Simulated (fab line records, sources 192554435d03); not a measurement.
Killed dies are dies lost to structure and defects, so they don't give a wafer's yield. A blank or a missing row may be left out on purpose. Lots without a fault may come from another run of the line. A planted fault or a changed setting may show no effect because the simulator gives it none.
Which tool did it? | flow n5_finfet | 10 lots, 29 wafers sampled, at 5 steps of a route of 1938

WHAT THE GAUGES READ, wafer by wafer
N5_BEOL_M4_RC_MEAS_101. Usual: DIBL_N 35.8 mV/V, standard deviation 1.6; DIBL_P 36.0 mV/V, standard deviation 1.9; IOFF_N 0.151 nA/um, standard deviation 0.029; IOFF_P 0.21 nA/um, standard deviation 0.037; ION_N 673 uA/um, standard deviation 12; ION_P 463 uA/um, standard deviation 7.3; SS_N 71.5 mV/dec, standard deviation 0.58; SS_P 73.2 mV/dec, standard deviation 0.61; VT_N 251 mV, standard deviation 3.3; VT_P -250 mV, standard deviation 3.3.
lot  | measured     | on        | DIBL_N (mV/V)  | DIBL_P (mV/V)  | IOFF_N (nA/um)    | IOFF_P (nA/um) | ION_N (uA/um) | ION_P (uA/um) | SS_N (mV/dec)  | SS_P (mV/dec)  | VT_N (mV)   | VT_P (mV)      | flag
L277 | day 7 18:14  | prober-02 | 35.4 36.9 38.8 | 34.9 35.9 37.9 | 0.115 0.139 0.175 | 0.18 0.19 0.23 | 662 667 679   | 461 463 462   | 70.7 71.1 72.4 | 72.2 72.0 73.5 | 256 254 250 | -253 -251 -250 |
L279 | day 8 18:42  | prober-01 | 36.8 35.3 34.1 | 36.7 34.5 33.3 | 0.151 0.128 0.108 | 0.20 0.17 0.15 | 668 657 652   | 456 457 452   | 72.1 71.0 71.1 | 73.5 72.6 72.0 | 253 254 257 | -252 -253 -253 |
L281 | day 9 16:43  | prober-02 | 37.3 38.8 37.0 | 36.7 38.8 36.2 | 0.142 0.179 0.137 | 0.21 0.25 0.20 | 666 688 660   | 465 468 461   | 71.2 72.3 71.1 | 72.9 73.8 72.8 | 252 249 255 | -248 -248 -251 |
L284 | day 10 04:25 | prober-02 | 37.0 38.3 37.5 | 36.4 38.8 38.3 | 0.145 0.186 0.174 | 0.19 0.23 0.21 | 670 682 689   | 464 463 468   | 72.6 72.5 72.1 | 72.2 74.0 73.4 | 251 250 249 | -251 -250 -249 |
L286 | day 9 21:20  | prober-02 | 34.8 34.7 35.2 | 35.5 36.2 35.7 | 0.154 0.152 0.161 | 0.22 0.24 0.23 | 681 685 672   | 478 478 460   | 71.6 71.5 72.5 | 72.6 72.9 73.2 | 254 253 250 | -247 -244 -245 |
L294 | day 12 13:26 | prober-01 | 33.5 34.4 33.5 | 33.6 34.1 32.7 | 0.129 0.130 0.115 | 0.17 0.18 0.17 | 672 676 656   | 457 465 456   | 70.5 70.6 70.9 | 72.7 72.7 72.2 | 254 253 255 | -252 -252 -252 |
L295 | day 12 16:59 | prober-01 | 35.1 32.9 35.9 | 34.6 32.8 35.6 | 0.135 0.105 0.148 | 0.18 0.17 0.20 | 672 659 676   | 460 455 463   | 70.4 70.3 70.7 | 73.1 71.8 73.5 | 252 257 249 | -250 -251 -252 |
L297 | day 13 10:53 | prober-01 | 34.1 38.7      | 35.2 39.7      | 0.132 0.234       | 0.18 0.26      | 647 708       | 459 469       | 71.3 72.9      | 73.8 74.2      | 253 244     | -253 -247      |
L298 | day 13 18:34 | prober-01 | 37.7 36.0 35.0 | 38.0 36.1 33.9 | 0.210 0.178 0.142 | 0.29 0.24 0.20 | 692 681 678   | 477 473 467   | 72.4 71.2 71.7 | 73.5 73.3 72.5 | 247 246 250 | -245 -248 -250 |
L299 | day 14 02:12 | prober-02 | 38.5 35.4 36.8 | 38.6 35.1 37.2 | 0.170 0.135 0.166 | 0.23 0.19 0.22 | 670 671 679   | 464 456 461   | 72.0 71.2 71.5 | 73.9 72.6 73.7 | 251 250 250 | -251 -253 -249 |

WHICH TOOL RAN EACH LOT (tool, then ch and the chambers of the sampled wafers, then the start)
lot  | N5_BEOL_M0_SAQP_CUT_ETCH_46        | N5_BEOL_M0_STRIP_104               | N5_BEOL_M0_PRE_CLEAN_113     | N5_BEOL_M0_SPUTTER_116
L277 | rie_diel-01 ch 2,3, day 5 19:18    | rie_diel-03 ch 0,2, day 5 21:09    | pvd_sputter-02, day 5 23:08  | pvd_sputter-02, day 5 23:51
L279 | rie_diel-06 ch 0,3, day 6 15:59    | rie_diel-04 ch 2,3, day 6 18:23    | pvd_sputter-01, day 6 20:01  | pvd_sputter-03, day 6 21:32
L281 | rie_diel-06 ch 0,1, day 7 06:56    | rie_diel-03 ch 0,1,2, day 7 10:41  | pvd_sputter-01, day 7 12:40  | pvd_sputter-02, day 7 13:14
L284 | rie_diel-01 ch 1,2,3, day 7 11:53  | rie_diel-04 ch 0,1, day 7 15:51    | pvd_sputter-03, day 7 19:04  | pvd_sputter-01, day 7 19:39
L286 | rie_diel-01 ch 0,1,3, day 8 00:40  | rie_diel-04 ch 1,2, day 8 04:17    | pvd_sputter-03, day 8 05:31  | pvd_sputter-02, day 8 06:10
L294 | rie_diel-05 ch 1,2, day 10 04:00   | rie_diel-03 ch 2,3, day 10 09:46   | pvd_sputter-01, day 10 11:19 | pvd_sputter-01, day 10 12:00
L295 | rie_diel-05 ch 0,3, day 10 05:43   | rie_diel-04 ch 0,1,3, day 10 09:38 | pvd_sputter-01, day 10 11:01 | pvd_sputter-01, day 10 11:34
L297 | rie_diel-05 ch 0,1, day 10 20:22   | rie_diel-04 ch 1,3, day 11 01:39   | pvd_sputter-03, day 11 02:59 | pvd_sputter-02, day 11 03:45
L298 | rie_diel-06 ch 2,3, day 11 02:30   | rie_diel-03 ch 0,1,2, day 11 05:02 | pvd_sputter-01, day 11 06:25 | pvd_sputter-02, day 11 07:21
L299 | rie_diel-05 ch 1,2,3, day 11 13:13 | rie_diel-02 ch 1,3, day 11 16:51   | pvd_sputter-03, day 11 17:49 | pvd_sputter-01, day 11 20:01
- N5_BEOL_M0_SAQP_CUT_ETCH_46: etches SOC in N2/H2, target depth 135 nm, overetch 27 nm, time 202.5 s.
- N5_BEOL_M0_STRIP_104: strips in N2/H2.
- N5_BEOL_M0_PRE_CLEAN_113: time 30 s.
- N5_BEOL_M0_SPUTTER_116: material Cu, target thk 4 nm, time 7.37 s.

WHAT THE TOOLS THEMSELVES READ (means of the sampled wafers that have a number; where no wafer has one, the mark that the record gives instead)
N5_BEOL_M0_SAQP_CUT_ETCH_46. Usual: drypump_motor_current_A 5.9 A, standard deviation 0.37; rf_vpp_V 524.1 V, standard deviation 2.8; showerhead_plenum_p_Torr 2.55 Torr, standard deviation 0.1; throttle_valve_pct 17.77 %, standard deviation 0.24.
lot  | tool        | drypump_motor_current_A (A) | rf_vpp_V (V) | showerhead_plenum_p_Torr (Torr) | throttle_valve_pct (%) | flag
L277 | rie_diel-01 | 5.9                         | 523.8        | 2.57                            | 17.74                  |
L279 | rie_diel-06 | 5.8                         | 523.4        | 2.52                            | 18.03                  |
L281 | rie_diel-06 | 5.6                         | 523.6        | 2.53                            | 17.90                  |
L284 | rie_diel-01 | 6.1                         | 525.8        | 2.57                            | 17.59                  |
L286 | rie_diel-01 | 5.8                         | 526.8        | 2.66                            | 17.66                  |
L294 | rie_diel-05 | 5.8                         | 524.1        | 2.54                            | 17.87                  |
L295 | rie_diel-05 | 5.6                         | 522.9        | 2.50                            | 18.05                  |
L297 | rie_diel-05 | 5.8                         | 520.5        | 2.42                            | 17.80                  |
L298 | rie_diel-06 | 6.3                         | 523.7        | 2.55                            | 17.91                  |
L299 | rie_diel-05 | 5.8                         | 524.6        | 2.54                            | 17.72                  |

N5_BEOL_M0_STRIP_104. Usual: drypump_motor_current_A 5.9 A, standard deviation 0.49; oes_product_au 0.80 a.u., standard deviation 0.096; power_w 449.9 W, standard deviation 1.2; rf_vpp_V 59.2 V, standard deviation 1.7; showerhead_plenum_p_Torr 2.55 Torr, standard deviation 0.096; throttle_valve_pct 23.56 %, standard deviation 0.27.
lot  | tool        | drypump_motor_current_A (A) | oes_product_au (a.u.) | power_w (W) | rf_vpp_V (V) | showerhead_plenum_p_Torr (Torr) | throttle_valve_pct (%) | flag
L277 | rie_diel-03 | 5.5                         | 0.80                  | 450.5       | 58.1         | 2.55                            | 23.49                  |
L279 | rie_diel-04 | 6.2                         | 0.86                  | 449.1       | 58.2         | 2.53                            | 23.58                  |
L281 | rie_diel-03 | 5.4                         | 0.79                  | 448.8       | 58.7         | 2.56                            | 23.54                  |
L284 | rie_diel-04 | 6.6                         | 0.68                  | 449.6       | 59.5         | 2.44                            | 23.79                  |
L286 | rie_diel-04 | 6.1                         | 0.68                  | 449.9       | 59.6         | 2.46                            | 23.46                  |
L294 | rie_diel-03 | 5.6                         | 0.88                  | 449.8       | 58.8         | 2.64                            | 23.33                  |
L295 | rie_diel-04 | 6.5                         | 0.91                  | 429.8       | 61.3         | 2.60                            | 23.49                  | OFF
L297 | rie_diel-04 | 6.3                         | 0.91                  | 419.4       | 59.9         | 2.53                            | 23.39                  | OFF
L298 | rie_diel-03 | 5.5                         | 0.77                  | 451.1       | 58.4         | 2.54                            | 23.56                  |
L299 | rie_diel-02 | 6.0                         | 0.70                  | 450.3       | 58.7         | 2.58                            | 23.74                  |

N5_BEOL_M0_PRE_CLEAN_113. Usual: heater_power_w 333 W, standard deviation 25.
lot  | tool           | heater_power_w (W) | flag
L277 | pvd_sputter-02 | 343                |
L279 | pvd_sputter-01 | 341                |
L281 | pvd_sputter-01 | 324                |
L284 | pvd_sputter-03 | 343                |
L286 | pvd_sputter-03 | 350                |
L294 | pvd_sputter-01 | 310                |
L295 | pvd_sputter-01 | 303                |
L297 | pvd_sputter-03 | 324                |
L298 | pvd_sputter-01 | 316                |
L299 | pvd_sputter-03 | 342                |

N5_BEOL_M0_SPUTTER_116. Usual: throttle_valve_pct 30.2 %, standard deviation 1.2.
lot  | tool           | throttle_valve_pct (%) | flag
L277 | pvd_sputter-02 | 29.8                   |
L279 | pvd_sputter-03 | 29.1                   |
L281 | pvd_sputter-02 | 29.8                   |
L284 | pvd_sputter-01 | 30.0                   |
L286 | pvd_sputter-02 | 30.9                   |
L294 | pvd_sputter-01 | 28.9                   |
L295 | pvd_sputter-01 | 29.9                   |
L297 | pvd_sputter-02 | 29.4                   |
L298 | pvd_sputter-02 | 30.5                   |
L299 | pvd_sputter-01 | 31.2                   |

THE ANSWER, worked out from the rows above alone
Rule: a lot is off if the mean of its wafers that have a number lies more than 3 standard deviations from the usual mean. A lot without any number at a reading at which 4 lots or more have one is off too. The other lots that the step has rows for count as sound. The gauges are gone through in route order, then the tools' own readings, and for those a lot's mean is taken as printed above. The first step at which some lot is off is used, and at that step the reading that is off furthest; a lot without a number counts as furthest.
Off: L295, L297, at N5_BEOL_M0_STRIP_104 (power_w).
A tool fits if, at that step or a process step before it, it ran every lot that is off, and no sound lot after the first of them. One fits: rie_diel-04 at N5_BEOL_M0_STRIP_104. Its last sound lot is L286 (day 8 04:17), its first lot that is off L295 (day 10 09:38): a fault that began between those two fits.
The tool's own readings at N5_BEOL_M0_STRIP_104 bear it out: on the lots that are off they differ by more than 5 times the standard deviation of the sound lots' means. power_w reads 424.6 W there against 449.9 W on the sound lots.

WHAT THE SIMULATOR HAD PUT IN
Process parameter drift: rie_diel-04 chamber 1, from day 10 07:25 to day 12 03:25, at N5_BEOL_M0_STRIP_104. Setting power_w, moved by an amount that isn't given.
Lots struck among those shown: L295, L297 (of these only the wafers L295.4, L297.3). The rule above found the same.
